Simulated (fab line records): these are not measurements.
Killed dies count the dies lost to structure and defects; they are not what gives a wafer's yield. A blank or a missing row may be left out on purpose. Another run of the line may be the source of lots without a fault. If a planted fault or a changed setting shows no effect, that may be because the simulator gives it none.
Which tool was responsible? | flow n5_finfet | 11 lots, 33 wafers sampled, at 1 step of a route of 1938

== WHAT THE GAUGES READ, wafer by wafer ==
N5_BEOL_M8_THK_MEAS_01. Usual: for M8_ILD_THK the level is 155.3 nm and the standard deviation is 2.3.
lot  | measured     | on            | M8_ILD_THK (nm)   | flag
L939 | day 9 07:13  | film_metro-01 | 151.5 153.3 154.7 |
L942 | day 9 14:22  | film_metro-02 | 153.4 156.8 156.1 |
L941 | day 9 19:13  | film_metro-01 | 154.0 156.5 157.6 |
L940 | day 9 20:43  | film_metro-01 | 154.1 156.5 155.5 |
L943 | day 9 23:22  | film_metro-01 | 153.6 155.2 157.5 |
L956 | day 13 19:11 | film_metro-02 | 155.4 152.6 159.0 |
L957 | day 14 03:09 | film_metro-02 | 149.7 150.5 156.0 |
L959 | day 14 09:19 | film_metro-02 | 153.1 152.3 156.3 |
L958 | day 14 10:40 | film_metro-02 | 156.3 152.8 159.3 |
L960 | day 14 19:27 | film_metro-02 | 154.1 154.1 155.9 |
L961 | day 15 06:37 | film_metro-02 | 152.7 157.4 154.7 |

== EACH LOT AND THE TOOL THAT RAN IT (in order: tool; ch and the chambers of the sampled wafers; start) ==
Before these readings, the record contains no process step.

== WHAT THE TOOLS THEMSELVES READ (means of the sampled wafers that have a number; where no wafer has one, the mark that the record gives instead) ==
The record holds no such reading with a usual standard deviation.

== THE ANSWER, worked out from the rows above alone ==
Rule: a lot counts as off when the mean over its wafers that have a number is more than 3 standard deviations away from the usual mean. Also off: a lot with no number at a reading for which 4 or more lots have one. Where the step has rows for the other lots, those lots are counted as sound. Order of review: gauges by route order, followed by the tools' own readings, for which a lot's mean as printed above is used. The first step at which some lot is off is used, and at that step the reading that is off furthest; a lot without a number counts as furthest.
Nothing can be told from this: no lot is off at any reading shown.

== WHAT HAD BEEN PUT IN BY THE SIMULATOR ==
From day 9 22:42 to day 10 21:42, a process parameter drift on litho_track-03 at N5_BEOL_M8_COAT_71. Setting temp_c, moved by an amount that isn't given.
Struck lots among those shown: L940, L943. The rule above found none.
